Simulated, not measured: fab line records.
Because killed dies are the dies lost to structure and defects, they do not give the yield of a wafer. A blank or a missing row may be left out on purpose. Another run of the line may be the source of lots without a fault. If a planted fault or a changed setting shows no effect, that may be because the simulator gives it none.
A lot that was struck, set against a sound lot -- flow n5 finfet -- 36 out of 1938 route steps
Sound: wafers L535.1, L535.4, L535.5. The struck wafers were L525.4, L525.5, L525.6. The cause is given at the end.
Each step with rows lists, per side, the tool, then ch with its chambers, then its first start. Under that, the readings that differ: sound wafers -- struck wafers -- difference of the means -- sigmas: that difference in standard deviations of wafers without a fault.
alike: a reading whose means differ by less than 2 such deviations, as well as words and numbers matching on both sides. not compared: withheld readings; readings where some wafer has no value; bounds like >300 that might hide an equal value; numbers whose values overlap and for which the record gives no deviation.
A row with sigmas, a row that says differs or no value, or rows on one side alone: a step with any of these is where the two part. Numbers that have no deviation but don't overlap get no sigmas and don't part them. A reading that every wafer of one side lacks parts them only if that side has two wafers or more.

first, 9 steps without rows for these wafers: N5_BEOL_M4_ANNEAL_95 (time 240 s); N5_BEOL_M4_SPUTTER_96 (material Cu, target thk 4.5 nm, time 8.29 s); N5_BEOL_M4_ECD_50 (material Cu, target thk 300 nm); N5_BEOL_M4_ANNEAL_51 (time 90 s); N5_BEOL_M4_CMP_52 (polishes, stops on SiOC, t overpolish 6.8 s, target thk 40 nm); N5_BEOL_M4_PRE_CLEAN_60 (time 15 s); N5_BEOL_M4_CO_CAP_55 (material Co, precursor CCTBA/H2, target thk 2 nm, time 102.1 s); N5_BEOL_M4_PRE_CLEAN_56 (time 15 s); N5_BEOL_M4_DEP_57 (deposits SiCN from 3MS/NH3, target thk 8 nm, time 14 s).
N5_BEOL_M4_RC_MEAS_101:
  sound on prober-01 ch 0, day 10 22:18; struck on prober-02 ch 0, day 8 19:16
reading,sound,struck,difference,sigmas
VT_P (mV),-248 -245 -248,-256 -258 -254,-9,-2
  alike: DIBL_N, DIBL_P, IOFF_N, IOFF_P, ION_N, ION_P, SS_N, SS_P, VT_N
then, 24 steps without rows for these wafers: N5_BEOL_M5_ILD_DEP_00 (deposits SiCOH lowk from DEMS/porogen, target thk 140.64 nm, time 25.9 s); N5_BEOL_M5_CURE_79 (cures SiCOH lowk, time 240 s); N5_BEOL_M5_PECVD_70 (deposits SiO2 from TEOS/O2, target thk 16 nm, time 18 s); N5_BEOL_M5_HM_DEP_02 (deposits TiN, target thk 20 nm); N5_BEOL_M5_COAT_59 (time 60 s, resist thk 60 nm); N5_BEOL_M5_COAT_60 (time 60 s, resist thk 12 nm); N5_BEOL_M5_COAT_71 (time 60 s, resist thk 5 nm); N5_BEOL_M5_COAT_05 (resist thk 30 nm); N5_BEOL_M5_EBR_07; N5_BEOL_M5_SOFTBAKE_06 (time 60 s); N5_BEOL_M5_EXPOSE_08 (exposes mask M5, target cd 28 nm); N5_BEOL_M5_PEB_09 (peb time 60 s); N5_BEOL_M5_DEVELOP_10 (develop time 30 s); N5_BEOL_M5_DESCUM_16 (chemistry O2, time 7 s); N5_BEOL_M5_ETCH_72 (etches underlayer in N2/H2, target depth 6.5 nm, time 5.2 s); N5_BEOL_M5_ETCH_61 (etches SiARC in CF4, target depth 15.6 nm, time 26 s); N5_BEOL_M5_ETCH_62 (etches SOC in N2/H2, target depth 75 nm, overetch 15 nm, time 112.5 s); N5_BEOL_M5_STRIP_63 (strips in N2/H2); N5_BEOL_M5_STRIP_73 (strips in N2/H2); N5_BEOL_M5_STRIP_64 (strips in CF4); N5_BEOL_M5_HM_OPEN_17 (chemistry Cl2/BCl3, target TiN, target depth 20 nm, overetch 6 nm); N5_BEOL_M5_STRIP_19 (strips in O2); N5_BEOL_M5_COAT_65 (time 60 s, resist thk 60 nm); N5_BEOL_M5_COAT_66 (time 60 s, resist thk 12 nm).
-- here the record skips 4 days between the struck wafers' starts before and after, leaving off in module BEOL_M5 and picking up in module MIM_TOP_ETCH (first step shown: number 1851 of the route) --
N5_MIM_TOP_ETCH_ETCH_00: etches TiN in Cl2/BCl3, target depth 38.5 nm.
  sound on rie metal-01 ch 0,1, day 15 05:58; struck on rie metal-02 ch 0,1, day 12 19:49
  no value came back on the struck wafers for any of 6 readings (bcl3 flow sccm (sccm), bias w (W) and others); on the sound wafers bcl3 flow sccm (sccm) reads 21.74 21.80 21.72
  not compared: rf hours counter h, model.coat_of_MIM_TOP_LITHO_COAT_02.thk nm
N5_PASSIVATION_PROBE_49:
  sound on prober-02 at day 15 18:37; struck on prober-01 at day 13 05:38
reading,sound,struck,difference,sigmas
defect limited yield (%),88.8 89.7,0 0 0,-89,-69
killed at front end,59 47,28 30 32,-23,-2
killed at other,5 2,1089 1103 1076,+1086,+99 or more
killed dies,132 122,1180 1180 1180,+1053,+70
killed on rim,21 24,152 152 152,+130,+29
sort_bin_5_function (%),7.2 5.3,97.2 97.1 96.4,+90.7,+99 or more
sort_bin_6_memory (%),3.8 4.7,2.1 2.6 3.1,-1.6,-3
sort n pass,1048 1058,0 0 0,-1053,-70
sort yield pct (%),88.8 89.7,0 0 0,-89,-69
  alike: killed_at_M0_to_M3, killed_at_M4_up, killed at contacts, killed open, killed short

## WHERE THEY PART
At N5_BEOL_M4_RC_MEAS_101 first; at N5_PASSIVATION_PROBE_49 last (within this record only).

WHY: what the simulator had put in
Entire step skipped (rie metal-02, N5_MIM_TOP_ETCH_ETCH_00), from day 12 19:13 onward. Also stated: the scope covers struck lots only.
